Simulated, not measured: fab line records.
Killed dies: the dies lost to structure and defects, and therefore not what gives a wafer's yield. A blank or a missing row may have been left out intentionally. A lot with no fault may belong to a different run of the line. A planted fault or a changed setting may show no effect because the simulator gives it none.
The tool behind it: which one? :: flow nand-harc :: 63 wafers from 21 lots sampled at 4 of the route's 1159 steps

## WHAT THE GAUGES READ, wafer by wafer
NHARC_A_CONTACT_CD_MEAS_15. Usual: cd-nm at 90.1 nm, with a standard deviation of 0.58.
lot: L074
measured: day 17 05:31
on: cd-sem-01
cd-nm (nm): 89.7 88.6 88.6
flag: 

lot: L077
measured: day 17 16:19
on: cd-sem-03
cd-nm (nm): 90.1 89.3 89.5
flag: 

lot: L078
measured: day 17 23:57
on: cd-sem-01
cd-nm (nm): 89.2 90.3 89.9
flag: 

lot: L079
measured: day 18 05:03
on: cd-sem-02
cd-nm (nm): 90.4 89.8 90.6
flag: 

lot: L080
measured: day 18 18:08
on: cd-sem-02
cd-nm (nm): 91.2 90.4 90.7
flag: 

lot: L081
measured: day 19 01:34
on: cd-sem-01
cd-nm (nm): 90.4 90.3 89.8
flag: 

lot: L082
measured: day 19 10:30
on: cd-sem-02
cd-nm (nm): 90.5 91.2 91.1
flag: 

lot: L084
measured: day 19 12:43
on: cd-sem-01
cd-nm (nm): 90.1 89.3 90.2
flag: 

lot: L085
measured: day 19 16:35
on: cd-sem-01
cd-nm (nm): 89.1 89.4 89.3
flag: 

lot: L086
measured: day 19 22:40
on: cd-sem-03
cd-nm (nm): 89.9 89.5 89.8
flag: 

lot: L088
measured: day 20 00:55
on: cd-sem-03
cd-nm (nm): 89.1 89.8 89.7
flag: 

lot: L087
measured: day 20 01:19
on: cd-sem-02
cd-nm (nm): 88.8 89.7 90.3
flag: 

lot: L089
measured: day 21 17:13
on: cd-sem-03
cd-nm (nm): 90.0 89.9 90.6
flag: 

lot: L092
measured: day 21 17:43
on: cd-sem-03
cd-nm (nm): 90.7 91.0 90.4
flag: 

lot: L090
measured: day 21 20:09
on: cd-sem-03
cd-nm (nm): 90.1 91.5 90.5
flag: 

lot: L091
measured: day 21 22:43
on: cd-sem-03
cd-nm (nm): 89.4 89.7 90.2
flag: 

lot: L093
measured: day 22 03:37
on: cd-sem-01
cd-nm (nm): 90.1 89.6 90.4
flag: 

lot: L094
measured: day 22 06:52
on: cd-sem-01
cd-nm (nm): 90.3 89.9 90.7
flag: 

lot: L096
measured: day 22 10:01
on: cd-sem-01
cd-nm (nm): 89.8 90.6 89.7
flag: 

lot: L095
measured: day 22 14:52
on: cd-sem-03
cd-nm (nm): 91.1 90.3 89.7
flag: 

lot: L097
measured: day 23 00:11
on: cd-sem-01
cd-nm (nm): 90.0 90.4 90.4
flag: 

## TOOL THAT RAN EACH LOT (tool first, then ch and the chambers of the sampled wafers, then the start)
lot: L074
NHARC_A_CONTACT_DEP_85: pecvd-01 ch 1,2, day 17 02:25
NHARC_A_CONTACT_ETCH_31: rie-diel-04 ch 0,3, day 17 05:31 or earlier
NHARC_A_CONTACT_ETCH_98: rie-diel-07 ch 0,2, day 17 05:31 or earlier

lot: L077
NHARC_A_CONTACT_DEP_85: pecvd-02 ch 0,1,2, day 17 13:17
NHARC_A_CONTACT_ETCH_31: rie-diel-04 ch 0,1,2, day 17 16:19 or earlier
NHARC_A_CONTACT_ETCH_98: rie-diel-04 ch 0,1,2, day 17 16:19 or earlier

lot: L078
NHARC_A_CONTACT_DEP_85: pecvd-01 ch 0,1,2, day 17 20:43
NHARC_A_CONTACT_ETCH_31: rie-diel-02 ch 0,2,3, day 17 23:52 or earlier
NHARC_A_CONTACT_ETCH_98: rie-diel-04 ch 1,2, day 17 23:52

lot: L079
NHARC_A_CONTACT_DEP_85: pecvd-02 ch 0,1,2, day 18 01:16
NHARC_A_CONTACT_ETCH_31: rie-diel-04 ch 0,1,2, day 18 04:58 or earlier
NHARC_A_CONTACT_ETCH_98: rie-diel-04 ch 0,2, day 18 04:58

lot: L080
NHARC_A_CONTACT_DEP_85: pecvd-02 ch 1,2, day 18 14:52
NHARC_A_CONTACT_ETCH_31: rie-diel-02 ch 0,1,3, day 18 18:08 or earlier
NHARC_A_CONTACT_ETCH_98: rie-diel-07 ch 0,1,3, day 18 18:08 or earlier

lot: L081
NHARC_A_CONTACT_DEP_85: pecvd-02 ch 1,2, day 18 22:22
NHARC_A_CONTACT_ETCH_31: rie-diel-07 ch 0,3, day 19 01:34 or earlier
NHARC_A_CONTACT_ETCH_98: rie-diel-07 ch 1,2,3, day 19 01:34 or earlier

lot: L082
NHARC_A_CONTACT_DEP_85: pecvd-04 ch 0,2, day 19 07:16
NHARC_A_CONTACT_ETCH_31: rie-diel-02 ch 0,1,2, day 19 10:30 or earlier
NHARC_A_CONTACT_ETCH_98: rie-diel-07 ch 1,2,3, day 19 10:30 or earlier

lot: L084
NHARC_A_CONTACT_DEP_85: pecvd-02 ch 0,1,2, day 19 09:27
NHARC_A_CONTACT_ETCH_31: rie-diel-07 ch 0,1,3, day 19 12:43 or earlier
NHARC_A_CONTACT_ETCH_98: rie-diel-04 ch 0,3, day 19 12:43 or earlier

lot: L085
NHARC_A_CONTACT_DEP_85: pecvd-01 ch 0,1, day 19 13:26
NHARC_A_CONTACT_ETCH_31: rie-diel-04 ch 0,1,2, day 19 16:31 or earlier
NHARC_A_CONTACT_ETCH_98: rie-diel-04 ch 1,2, day 19 16:31

lot: L086
NHARC_A_CONTACT_DEP_85: pecvd-02 ch 0,1,2, day 19 19:34
NHARC_A_CONTACT_ETCH_31: rie-diel-02 ch 0,2, day 19 22:40 or earlier
NHARC_A_CONTACT_ETCH_98: rie-diel-04 ch 0,1,3, day 19 22:40 or earlier

lot: L088
NHARC_A_CONTACT_DEP_85: pecvd-04 ch 0,2, day 19 21:38
NHARC_A_CONTACT_ETCH_31: rie-diel-02 ch 1,2,3, day 20 00:55 or earlier
NHARC_A_CONTACT_ETCH_98: rie-diel-04 ch 1,2, day 20 00:55 or earlier

lot: L087
NHARC_A_CONTACT_DEP_85: pecvd-04 ch 0,2, day 19 22:17
NHARC_A_CONTACT_ETCH_31: rie-diel-04 ch 0,3, day 20 01:19 or earlier
NHARC_A_CONTACT_ETCH_98: rie-diel-04 ch 0,1, day 20 01:19 or earlier

lot: L089
NHARC_A_CONTACT_DEP_85: pecvd-02 ch 1,2, day 21 13:33
NHARC_A_CONTACT_ETCH_31: rie-diel-02 ch 0,1,2, day 21 17:13 or earlier
NHARC_A_CONTACT_ETCH_98: rie-diel-07 ch 0,1,3, day 21 17:13 or earlier

lot: L092
NHARC_A_CONTACT_DEP_85: pecvd-02 ch 0,1,2, day 21 13:48
NHARC_A_CONTACT_ETCH_31: rie-diel-07 ch 1,2,3, day 21 17:43 or earlier
NHARC_A_CONTACT_ETCH_98: rie-diel-07 ch 0,1,3, day 21 17:43 or earlier

lot: L090
NHARC_A_CONTACT_DEP_85: pecvd-01 ch 0,1,2, day 21 17:05
NHARC_A_CONTACT_ETCH_31: rie-diel-04 ch 0,1, day 21 20:09 or earlier
NHARC_A_CONTACT_ETCH_98: rie-diel-04 ch 1,2,3, day 21 20:09 or earlier

lot: L091
NHARC_A_CONTACT_DEP_85: pecvd-02 ch 0,1,2, day 21 19:16
NHARC_A_CONTACT_ETCH_31: rie-diel-04 ch 0,1,3, day 21 22:43 or earlier
NHARC_A_CONTACT_ETCH_98: rie-diel-04 ch 0,2,3, day 21 22:43 or earlier

lot: L093
NHARC_A_CONTACT_DEP_85: pecvd-01 ch 0,1, day 21 23:58
NHARC_A_CONTACT_ETCH_31: rie-diel-07 ch 2,3, day 22 03:37 or earlier
NHARC_A_CONTACT_ETCH_98: rie-diel-04 ch 0,1,2, day 22 03:37 or earlier

lot: L094
NHARC_A_CONTACT_DEP_85: pecvd-04 ch 0,1,2, day 22 03:43
NHARC_A_CONTACT_ETCH_31: rie-diel-04 ch 0,2,3, day 22 06:52 or earlier
NHARC_A_CONTACT_ETCH_98: rie-diel-04 ch 2,3, day 22 06:52 or earlier

lot: L096
NHARC_A_CONTACT_DEP_85: pecvd-02 ch 0,1,2, day 22 06:42
NHARC_A_CONTACT_ETCH_31: rie-diel-04 ch 0,1,3, day 22 10:01 or earlier
NHARC_A_CONTACT_ETCH_98: rie-diel-04 ch 0,1,3, day 22 10:01 or earlier

lot: L095
NHARC_A_CONTACT_DEP_85: pecvd-04 ch 0,2, day 22 11:38
NHARC_A_CONTACT_ETCH_31: rie-diel-02 ch 0,3, day 22 14:52 or earlier
NHARC_A_CONTACT_ETCH_98: rie-diel-04 ch 0,1,3, day 22 14:52 or earlier

lot: L097
NHARC_A_CONTACT_DEP_85: pecvd-04 ch 0,1, day 22 21:01
NHARC_A_CONTACT_ETCH_31: rie-diel-04 ch 0,1,3, day 23 00:11 or earlier
NHARC_A_CONTACT_ETCH_98: rie-diel-07 ch 0,1, day 23 00:11 or earlier
- NHARC_A_CONTACT_DEP_85: deposits SiON, target thk 50 nm.
- NHARC_A_CONTACT_ETCH_31: etches the open film in O2/COS, target depth 2000 nm, time 520 s.
- NHARC_A_CONTACT_ETCH_98: etches the open film in C4F6/O2, target depth 20 nm, time 10 s.

## AS READ BY THE TOOLS THEMSELVES (means over the sampled wafers that have a number; for cases with no such wafer, the mark the record gives instead)
NHARC_A_CONTACT_DEP_85. Usual: heater-power-w 750 W, standard deviation 100; showerhead-vpp-V 1145 V, standard deviation 51; susceptor-temp-C 400.01 C, standard deviation 0.23.
lot: L074
tool: pecvd-01
heater-power-w (W): 759
showerhead-vpp-V (V): 1154
susceptor-temp-C (C): 399.88
flag: 

lot: L077
tool: pecvd-02
heater-power-w (W): 779
showerhead-vpp-V (V): 1123
susceptor-temp-C (C): 399.73
flag: 

lot: L078
tool: pecvd-01
heater-power-w (W): 735
showerhead-vpp-V (V): 1164
susceptor-temp-C (C): 400.18
flag: 

lot: L079
tool: pecvd-02
heater-power-w (W): 774
showerhead-vpp-V (V): 1121
susceptor-temp-C (C): 400.07
flag: 

lot: L080
tool: pecvd-02
heater-power-w (W): 741
showerhead-vpp-V (V): 1083
susceptor-temp-C (C): 400.31
flag: 

lot: L081
tool: pecvd-02
heater-power-w (W): 691
showerhead-vpp-V (V): 1094
susceptor-temp-C (C): 399.73
flag: 

lot: L082
tool: pecvd-04
heater-power-w (W): 785
showerhead-vpp-V (V): 1134
susceptor-temp-C (C): 399.89
flag: 

lot: L084
tool: pecvd-02
heater-power-w (W): 759
showerhead-vpp-V (V): 1107
susceptor-temp-C (C): 400.05
flag: 

lot: L085
tool: pecvd-01
heater-power-w (W): 663
showerhead-vpp-V (V): 1229
susceptor-temp-C (C): 400.03
flag: 

lot: L086
tool: pecvd-02
heater-power-w (W): 712
showerhead-vpp-V (V): 1106
susceptor-temp-C (C): 399.99
flag: 

lot: L088
tool: pecvd-04
heater-power-w (W): 815
showerhead-vpp-V (V): 1141
susceptor-temp-C (C): 399.95
flag: 

lot: L087
tool: pecvd-04
heater-power-w (W): 772
showerhead-vpp-V (V): 1130
susceptor-temp-C (C): 400.16
flag: 

lot: L089
tool: pecvd-02
heater-power-w (W): 697
showerhead-vpp-V (V): 1100
susceptor-temp-C (C): 400.11
flag: 

lot: L092
tool: pecvd-02
heater-power-w (W): 789
showerhead-vpp-V (V): 1114
susceptor-temp-C (C): 400.09
flag: 

lot: L090
tool: pecvd-01
heater-power-w (W): 728
showerhead-vpp-V (V): 1173
susceptor-temp-C (C): 399.93
flag: 

lot: L091
tool: pecvd-02
heater-power-w (W): 757
showerhead-vpp-V (V): 1122
susceptor-temp-C (C): 399.98
flag: 

lot: L093
tool: pecvd-01
heater-power-w (W): 685
showerhead-vpp-V (V): 1236
susceptor-temp-C (C): 399.88
flag: 

lot: L094
tool: pecvd-04
heater-power-w (W): 702
showerhead-vpp-V (V): 1162
susceptor-temp-C (C): 400.06
flag: 

lot: L096
tool: pecvd-02
heater-power-w (W): 772
showerhead-vpp-V (V): 1126
susceptor-temp-C (C): 400.00
flag: 

lot: L095
tool: pecvd-04
heater-power-w (W): 733
showerhead-vpp-V (V): 1129
susceptor-temp-C (C): 400.09
flag: 

lot: L097
tool: pecvd-04
heater-power-w (W): 696
showerhead-vpp-V (V): 1177
susceptor-temp-C (C): 400.18
flag: 

NHARC_A_CONTACT_ETCH_31. Usual: chamber-pressure-mTorr 19.999 mTorr, standard deviation 0.02; drypump-motor-current-A 5.8 A, standard deviation 0.5; oes-product-au 0.996 a.u., standard deviation 0.012; rf-vpp-V 313.7 V, standard deviation 1.7; showerhead-plenum-p-Torr 3.09 Torr, standard deviation 0.1; throttle-valve-pct 28.331 %, standard deviation 0.0094.
lot: L074
tool: rie-diel-04
chamber-pressure-mTorr (mTorr): 20.025
drypump-motor-current-A (A): 5.4
oes-product-au (a.u.): 1.012
rf-vpp-V (V): 313.5
showerhead-plenum-p-Torr (Torr): 3.04
throttle-valve-pct (%): 28.335
flag: 

lot: L077
tool: rie-diel-04
chamber-pressure-mTorr (mTorr): 20.001
drypump-motor-current-A (A): 5.4
oes-product-au (a.u.): 1.001
rf-vpp-V (V): 313.1
showerhead-plenum-p-Torr (Torr): 3.05
throttle-valve-pct (%): 28.344
flag: 

lot: L078
tool: rie-diel-02
chamber-pressure-mTorr (mTorr): 19.997
drypump-motor-current-A (A): 5.7
oes-product-au (a.u.): 0.985
rf-vpp-V (V): 313.4
showerhead-plenum-p-Torr (Torr): 3.06
throttle-valve-pct (%): 28.334
flag: 

lot: L079
tool: rie-diel-04
chamber-pressure-mTorr (mTorr): 19.991
drypump-motor-current-A (A): 5.4
oes-product-au (a.u.): 0.991
rf-vpp-V (V): 313.1
showerhead-plenum-p-Torr (Torr): 3.05
throttle-valve-pct (%): 28.326
flag: 

lot: L080
tool: rie-diel-02
chamber-pressure-mTorr (mTorr): 20.004
drypump-motor-current-A (A): 5.8
oes-product-au (a.u.): 0.997
rf-vpp-V (V): 312.9
showerhead-plenum-p-Torr (Torr): 3.03
throttle-valve-pct (%): 28.331
flag: 

lot: L081
tool: rie-diel-07
chamber-pressure-mTorr (mTorr): 20.005
drypump-motor-current-A (A): 5.7
oes-product-au (a.u.): 1.006
rf-vpp-V (V): 315.5
showerhead-plenum-p-Torr (Torr): 3.22
throttle-valve-pct (%): 28.325
flag: 

lot: L082
tool: rie-diel-02
chamber-pressure-mTorr (mTorr): 19.996
drypump-motor-current-A (A): 6.0
oes-product-au (a.u.): 0.984
rf-vpp-V (V): 312.4
showerhead-plenum-p-Torr (Torr): 3.06
throttle-valve-pct (%): 28.328
flag: 

lot: L084
tool: rie-diel-07
chamber-pressure-mTorr (mTorr): 19.985
drypump-motor-current-A (A): 5.8
oes-product-au (a.u.): 1.002
rf-vpp-V (V): 315.3
showerhead-plenum-p-Torr (Torr): 3.20
throttle-valve-pct (%): 28.330
flag: 

lot: L085
tool: rie-diel-04
chamber-pressure-mTorr (mTorr): 20.009
drypump-motor-current-A (A): 5.4
oes-product-au (a.u.): 0.996
rf-vpp-V (V): 312.8
showerhead-plenum-p-Torr (Torr): 3.05
throttle-valve-pct (%): 28.330
flag: 

lot: L086
tool: rie-diel-02
chamber-pressure-mTorr (mTorr): 19.982
drypump-motor-current-A (A): 5.9
oes-product-au (a.u.): 0.979
rf-vpp-V (V): 312.6
showerhead-plenum-p-Torr (Torr): 3.07
throttle-valve-pct (%): 28.328
flag: 

lot: L088
tool: rie-diel-02
chamber-pressure-mTorr (mTorr): 20.000
drypump-motor-current-A (A): 5.8
oes-product-au (a.u.): 0.988
rf-vpp-V (V): 312.1
showerhead-plenum-p-Torr (Torr): 3.08
throttle-valve-pct (%): 28.327
flag: 

lot: L087
tool: rie-diel-04
chamber-pressure-mTorr (mTorr): 19.981
drypump-motor-current-A (A): 6.0
oes-product-au (a.u.): 1.008
rf-vpp-V (V): 314.3
showerhead-plenum-p-Torr (Torr): 3.14
throttle-valve-pct (%): 28.332
flag: 

lot: L089
tool: rie-diel-02
chamber-pressure-mTorr (mTorr): 19.973
drypump-motor-current-A (A): 6.0
oes-product-au (a.u.): 0.999
rf-vpp-V (V): 312.3
showerhead-plenum-p-Torr (Torr): 3.05
throttle-valve-pct (%): 28.330
flag: 

lot: L092
tool: rie-diel-07
chamber-pressure-mTorr (mTorr): 20.017
drypump-motor-current-A (A): 5.9
oes-product-au (a.u.): 1.000
rf-vpp-V (V): 315.2
showerhead-plenum-p-Torr (Torr): 3.16
throttle-valve-pct (%): 28.337
flag: 

lot: L090
tool: rie-diel-04
chamber-pressure-mTorr (mTorr): 19.992
drypump-motor-current-A (A): 5.4
oes-product-au (a.u.): 0.987
rf-vpp-V (V): 314.0
showerhead-plenum-p-Torr (Torr): 3.10
throttle-valve-pct (%): 28.330
flag: 

lot: L091
tool: rie-diel-04
chamber-pressure-mTorr (mTorr): 20.014
drypump-motor-current-A (A): 5.7
oes-product-au (a.u.): 1.002
rf-vpp-V (V): 314.6
showerhead-plenum-p-Torr (Torr): 3.11
throttle-valve-pct (%): 28.328
flag: 

lot: L093
tool: rie-diel-07
chamber-pressure-mTorr (mTorr): 19.998
drypump-motor-current-A (A): 6.1
oes-product-au (a.u.): 0.999
rf-vpp-V (V): 315.5
showerhead-plenum-p-Torr (Torr): 3.18
throttle-valve-pct (%): 28.324
flag: 

lot: L094
tool: rie-diel-04
chamber-pressure-mTorr (mTorr): 20.009
drypump-motor-current-A (A): 5.7
oes-product-au (a.u.): 0.998
rf-vpp-V (V): 314.1
showerhead-plenum-p-Torr (Torr): 3.06
throttle-valve-pct (%): 28.325
flag: 

lot: L096
tool: rie-diel-04
chamber-pressure-mTorr (mTorr): 20.022
drypump-motor-current-A (A): 5.7
oes-product-au (a.u.): 0.998
rf-vpp-V (V): 314.3
showerhead-plenum-p-Torr (Torr): 3.11
throttle-valve-pct (%): 28.327
flag: 

lot: L095
tool: rie-diel-02
chamber-pressure-mTorr (mTorr): 20.002
drypump-motor-current-A (A): 5.8
oes-product-au (a.u.): 1.000
rf-vpp-V (V): 311.9
showerhead-plenum-p-Torr (Torr): 2.99
throttle-valve-pct (%): 28.336
flag: 

lot: L097
tool: rie-diel-04
chamber-pressure-mTorr (mTorr): 19.994
drypump-motor-current-A (A): 5.7
oes-product-au (a.u.): 1.005
rf-vpp-V (V): 314.3
showerhead-plenum-p-Torr (Torr): 3.11
throttle-valve-pct (%): 28.333
flag: 

NHARC_A_CONTACT_ETCH_98. Usual: chamber-pressure-mTorr 30.002 mTorr, standard deviation 0.021; drypump-motor-current-A 5.7 A, standard deviation 0.5; oes-product-au 0.960 a.u., standard deviation 0.026; rf-vpp-V 546.6 V, standard deviation 2.9; showerhead-plenum-p-Torr 3.92 Torr, standard deviation 0.13; throttle-valve-pct 26.905 %, standard deviation 0.0084.
lot: L074
tool: rie-diel-07
chamber-pressure-mTorr (mTorr): 29.998
drypump-motor-current-A (A): 5.8
oes-product-au (a.u.): 0.942
rf-vpp-V (V): 546.9
showerhead-plenum-p-Torr (Torr): 3.94
throttle-valve-pct (%): 26.908
flag: 

lot: L077
tool: rie-diel-04
chamber-pressure-mTorr (mTorr): 30.012
drypump-motor-current-A (A): 5.4
oes-product-au (a.u.): 0.943
rf-vpp-V (V): 544.7
showerhead-plenum-p-Torr (Torr): 3.84
throttle-valve-pct (%): 26.908
flag: 

lot: L078
tool: rie-diel-04
chamber-pressure-mTorr (mTorr): 29.985
drypump-motor-current-A (A): 5.7
oes-product-au (a.u.): 0.942
rf-vpp-V (V): 545.5
showerhead-plenum-p-Torr (Torr): 3.87
throttle-valve-pct (%): 26.911
flag: 

lot: L079
tool: rie-diel-04
chamber-pressure-mTorr (mTorr): 29.986
drypump-motor-current-A (A): 5.1
oes-product-au (a.u.): 0.985
rf-vpp-V (V): 543.2
showerhead-plenum-p-Torr (Torr): 3.73
throttle-valve-pct (%): 26.916
flag: 

lot: L080
tool: rie-diel-07
chamber-pressure-mTorr (mTorr): 29.994
drypump-motor-current-A (A): 5.8
oes-product-au (a.u.): 1.008
rf-vpp-V (V): 548.5
showerhead-plenum-p-Torr (Torr): 4.03
throttle-valve-pct (%): 26.911
flag: 

lot: L081
tool: rie-diel-07
chamber-pressure-mTorr (mTorr): 29.997
drypump-motor-current-A (A): 6.0
oes-product-au (a.u.): 0.955
rf-vpp-V (V): 547.9
showerhead-plenum-p-Torr (Torr): 3.99
throttle-valve-pct (%): 26.905
flag: 

lot: L082
tool: rie-diel-07
chamber-pressure-mTorr (mTorr): 29.973
drypump-motor-current-A (A): 5.9
oes-product-au (a.u.): 0.966
rf-vpp-V (V): 548.4
showerhead-plenum-p-Torr (Torr): 3.98
throttle-valve-pct (%): 26.912
flag: 

lot: L084
tool: rie-diel-04
chamber-pressure-mTorr (mTorr): 29.999
drypump-motor-current-A (A): 5.4
oes-product-au (a.u.): 1.004
rf-vpp-V (V): 543.8
showerhead-plenum-p-Torr (Torr): 3.82
throttle-valve-pct (%): 26.897
flag: 

lot: L085
tool: rie-diel-04
chamber-pressure-mTorr (mTorr): 30.012
drypump-motor-current-A (A): 5.8
oes-product-au (a.u.): 0.971
rf-vpp-V (V): 545.6
showerhead-plenum-p-Torr (Torr): 3.87
throttle-valve-pct (%): 26.907
flag: 

lot: L086
tool: rie-diel-04
chamber-pressure-mTorr (mTorr): 29.997
drypump-motor-current-A (A): 5.8
oes-product-au (a.u.): 0.981
rf-vpp-V (V): 546.3
showerhead-plenum-p-Torr (Torr): 3.92
throttle-valve-pct (%): 26.899
flag: 

lot: L088
tool: rie-diel-04
chamber-pressure-mTorr (mTorr): 29.999
drypump-motor-current-A (A): 5.7
oes-product-au (a.u.): 0.927
rf-vpp-V (V): 546.0
showerhead-plenum-p-Torr (Torr): 3.93
throttle-valve-pct (%): 26.912
flag: 

lot: L087
tool: rie-diel-04
chamber-pressure-mTorr (mTorr): 30.030
drypump-motor-current-A (A): 5.4
oes-product-au (a.u.): 0.930
rf-vpp-V (V): 545.7
showerhead-plenum-p-Torr (Torr): 3.90
throttle-valve-pct (%): 26.899
flag: 

lot: L089
tool: rie-diel-07
chamber-pressure-mTorr (mTorr): 30.013
drypump-motor-current-A (A): 5.8
oes-product-au (a.u.): 0.995
rf-vpp-V (V): 548.0
showerhead-plenum-p-Torr (Torr): 4.01
throttle-valve-pct (%): 26.907
flag: 

lot: L092
tool: rie-diel-07
chamber-pressure-mTorr (mTorr): 30.009
drypump-motor-current-A (A): 5.8
oes-product-au (a.u.): 0.942
rf-vpp-V (V): 548.6
showerhead-plenum-p-Torr (Torr): 4.01
throttle-valve-pct (%): 26.909
flag: 

lot: L090
tool: rie-diel-04
chamber-pressure-mTorr (mTorr): 30.002
drypump-motor-current-A (A): 6.0
oes-product-au (a.u.): 0.953
rf-vpp-V (V): 547.7
showerhead-plenum-p-Torr (Torr): 3.95
throttle-valve-pct (%): 26.906
flag: 

lot: L091
tool: rie-diel-04
chamber-pressure-mTorr (mTorr): 30.002
drypump-motor-current-A (A): 5.7
oes-product-au (a.u.): 0.940
rf-vpp-V (V): 545.0
showerhead-plenum-p-Torr (Torr): 3.85
throttle-valve-pct (%): 26.903
flag: 

lot: L093
tool: rie-diel-04
chamber-pressure-mTorr (mTorr): 30.009
drypump-motor-current-A (A): 5.4
oes-product-au (a.u.): 0.945
rf-vpp-V (V): 544.2
showerhead-plenum-p-Torr (Torr): 3.83
throttle-valve-pct (%): 26.912
flag: 

lot: L094
tool: rie-diel-04
chamber-pressure-mTorr (mTorr): 30.002
drypump-motor-current-A (A): 6.1
oes-product-au (a.u.): 0.940
rf-vpp-V (V): 545.4
showerhead-plenum-p-Torr (Torr): 3.88
throttle-valve-pct (%): 26.902
flag: 

lot: L096
tool: rie-diel-04
chamber-pressure-mTorr (mTorr): 29.988
drypump-motor-current-A (A): 5.7
oes-product-au (a.u.): 0.946
rf-vpp-V (V): 546.2
showerhead-plenum-p-Torr (Torr): 3.92
throttle-valve-pct (%): 26.905
flag: 

lot: L095
tool: rie-diel-04
chamber-pressure-mTorr (mTorr): 29.996
drypump-motor-current-A (A): 5.7
oes-product-au (a.u.): 0.946
rf-vpp-V (V): 546.4
showerhead-plenum-p-Torr (Torr): 3.92
throttle-valve-pct (%): 26.907
flag: 

lot: L097
tool: rie-diel-07
chamber-pressure-mTorr (mTorr): 30.006
drypump-motor-current-A (A): 5.6
oes-product-au (a.u.): 1.009
rf-vpp-V (V): 547.9
showerhead-plenum-p-Torr (Torr): 3.97
throttle-valve-pct (%): 26.904
flag: 

## THE ANSWER, worked out from the rows above alone
Rule: take the mean of a lot's wafers that have a number; if it is more than 3 standard deviations from the usual mean, the lot is off. A lot without any number at a reading at which 4 lots or more have one is off too. Where the step has rows for the other lots, those lots are counted as sound. First the gauges in route order, then the tools' own readings, where a lot's mean is used as printed above. At the first step where some lot is off, the reading lying furthest off is the one used; lots without a number count as furthest.
No lot is off at any reading shown: from this, nothing can be told.

## WHAT THE SIMULATOR HAD INSERTED
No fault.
